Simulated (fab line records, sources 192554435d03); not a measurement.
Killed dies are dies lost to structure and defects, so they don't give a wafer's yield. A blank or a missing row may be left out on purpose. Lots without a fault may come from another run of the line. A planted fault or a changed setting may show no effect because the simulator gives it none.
Chamber matching | flow n5_finfet | N5_BEOL_M2_CO_CAP_55 on cvd_co-02: 3 sister chambers
The step material Co, precursor CCTBA/H2, target thk 2 nm, time 102.1 s. 3 wafers are shown with their chamber, then 8 later ones without.

WAFERS WITH THEIR CHAMBER
wafer  | chamber | heater_power_w (W)
L088.4 | 0       | 217
L093.4 | 2       | 206
L094.1 | 1       | 268

WAFERS WITHOUT THEIR CHAMBER
wafer  | heater_power_w (W)
L094.2 | 221
L094.3 | 209
L097.1 | 208
L097.2 | 269
L097.5 | 217
L096.2 | 222
L096.3 | 210
L096.6 | 274

WHICH CHAMBER EACH WENT THROUGH
wafer  | from the rows above     | in truth
L094.2 | 0                       | 0
L094.3 | can't be placed: 2 or 0 | 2
L097.1 | can't be placed: 2 or 0 | 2
L097.2 | 1                       | 1
L097.5 | 0                       | 0
L096.2 | 0                       | 0
L096.3 | can't be placed: 2 or 0 | 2
L096.6 | 1                       | 1
Placed correctly: 5 of 8. Can't be placed from these rows: 3 (the true chamber is among the candidates in 3). Placed wrongly: 0.
How it was worked out, from the rows above alone: a wafer's distance from a chamber is the root of the sum, over the readings, of the square of ((its reading less the chamber's mean) divided by the reading's scatter). The wafer belongs to the nearest chamber; if the next one is less than 2 further off, it can't be placed. A chamber's mean is the mean of its shown wafers. The scatter: with one shown wafer a chamber, the root of the mean of the squares of how far each hidden wafer lies from its nearest shown one.
